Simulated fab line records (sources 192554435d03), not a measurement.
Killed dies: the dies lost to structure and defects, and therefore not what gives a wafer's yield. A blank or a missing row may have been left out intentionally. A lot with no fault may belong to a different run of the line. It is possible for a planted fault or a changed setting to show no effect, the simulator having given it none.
A lot that was struck, set against a sound lot / flow n5Finfet / 36 out of 1938 route steps
Sound: the wafers L193.2, L193.4, L193.5. Struck: wafer L196.2 (L196.4, L196.5, from the same lot, were not struck and are left out); the cause is given at the end.
For every step that has rows: the tool of each side, followed by ch and its chambers, followed by its first start. Under that, the readings that differ: sound wafers / struck wafers / difference of the means / sigmas: that difference in standard deviations of wafers without a fault.
alike: same words and numbers on both sides, and readings whose means sit less than 2 such deviations apart. not compared: any withheld reading, any reading some wafer has no value for, any bound like >300 that may hide the same value, and any number with overlapping values for which the record gives no deviation.
Wherever a step has rows on one side only, a row that says differs or no value, or a row with sigmas, the two part there. Numbers that have no deviation but don't overlap get no sigmas and don't part them. A reading that every wafer of one side lacks parts them only if that side has two wafers or more.

first, 9 steps without rows for these wafers: N5_BEOL_M4_ANNEAL_95 (time 240 s); N5_BEOL_M4_SPUTTER_96 (material Cu, target thk 4.5 nm, time 8.29 s); N5_BEOL_M4_ECD_50 (material Cu, target thk 300 nm); N5_BEOL_M4_ANNEAL_51 (time 90 s); N5_BEOL_M4_CMP_52 (polishes, stops on SiOC, t overpolish 6.8 s, target thk 40 nm); N5_BEOL_M4_PRE_CLEAN_60 (time 15 s); N5_BEOL_M4_CO_CAP_55 (material Co, precursor CCTBA/H2, target thk 2 nm, time 102.1 s); N5_BEOL_M4_PRE_CLEAN_56 (time 15 s); N5_BEOL_M4_DEP_57 (deposits SiCN from 3MS/NH3, target thk 8 nm, time 14 s).
N5_BEOL_M4_RC_MEAS_101:
  sound on prober-02 ch 0, day 8 08:02; struck on prober-01 ch 0, day 9 03:20
reading=IOFF_P (nA/um); sound=0.15 0.21 0.23; struck=0.27; difference=+0.07; sigmas=+2
reading=SS_N (mV/dec); sound=70.4 71.2 71.4; struck=72.5; difference=+1.5; sigmas=+3
  alike: DIBL_N, DIBL_P, IOFF_N, ION_N, ION_P, SS_P, VT_N, VT_P
then, 24 steps without rows for these wafers: N5_BEOL_M5_ILD_DEP_00 (deposits SiCOH lowk from DEMS/porogen, target thk 140.64 nm, time 25.9 s); N5_BEOL_M5_CURE_79 (cures SiCOH lowk, time 240 s); N5_BEOL_M5_PECVD_70 (deposits SiO2 from TEOS/O2, target thk 16 nm, time 18 s); N5_BEOL_M5_HM_DEP_02 (deposits TiN, target thk 20 nm); N5_BEOL_M5_COAT_59 (time 60 s, resist thk 60 nm); N5_BEOL_M5_COAT_60 (time 60 s, resist thk 12 nm); N5_BEOL_M5_COAT_71 (time 60 s, resist thk 5 nm); N5_BEOL_M5_COAT_05 (resist thk 30 nm); N5_BEOL_M5_EBR_07; N5_BEOL_M5_SOFTBAKE_06 (time 60 s); N5_BEOL_M5_EXPOSE_08 (exposes mask M5, target cd 28 nm); N5_BEOL_M5_PEB_09 (peb time 60 s); N5_BEOL_M5_DEVELOP_10 (develop time 30 s); N5_BEOL_M5_DESCUM_16 (chemistry O2, time 7 s); N5_BEOL_M5_ETCH_72 (etches underlayer in N2/H2, target depth 6.5 nm, time 5.2 s); N5_BEOL_M5_ETCH_61 (etches SiARC in CF4, target depth 15.6 nm, time 26 s); N5_BEOL_M5_ETCH_62 (etches SOC in N2/H2, target depth 75 nm, overetch 15 nm, time 112.5 s); N5_BEOL_M5_STRIP_63 (strips in N2/H2); N5_BEOL_M5_STRIP_73 (strips in N2/H2); N5_BEOL_M5_STRIP_64 (strips in CF4); N5_BEOL_M5_HM_OPEN_17 (chemistry Cl2/BCl3, target TiN, target depth 20 nm, overetch 6 nm); N5_BEOL_M5_STRIP_19 (strips in O2); N5_BEOL_M5_COAT_65 (time 60 s, resist thk 60 nm); N5_BEOL_M5_COAT_66 (time 60 s, resist thk 12 nm).
-- a jump in the record: the struck wafers' starts before and after are 4 days apart (it breaks off in module BEOL_M5 and resumes in module PASSIVATION, where the first step shown is number 1936 of the route) --
N5_PASSIVATION_PECVD_01: deposits SiNx from SiH4/NH3/N2, target thk 200 nm, time 43.2 s.
  sound on pecvd-04 ch 1,2, day 12 15:53; struck on pecvd-04 ch 0, day 13 11:25
reading=model.SiNx_of_PASSIVATION_PECVD_01.thkNm (nm); sound=198.6 200.4 204.6; struck=213.2; difference=+12.0; sigmas=
  alike: heaterPowerW, showerheadPlenumPTorr, throttleValvePct
N5_PASSIVATION_PROBE_49:
  record: rows for the struck wafers here (prober-02, day 13 21:35), none for the sound ones

## WHERE THEY PART
Earliest at N5_BEOL_M4_RC_MEAS_101; latest, in this record, at N5_PASSIVATION_PROBE_49.

WHY: the cause the simulator had injected
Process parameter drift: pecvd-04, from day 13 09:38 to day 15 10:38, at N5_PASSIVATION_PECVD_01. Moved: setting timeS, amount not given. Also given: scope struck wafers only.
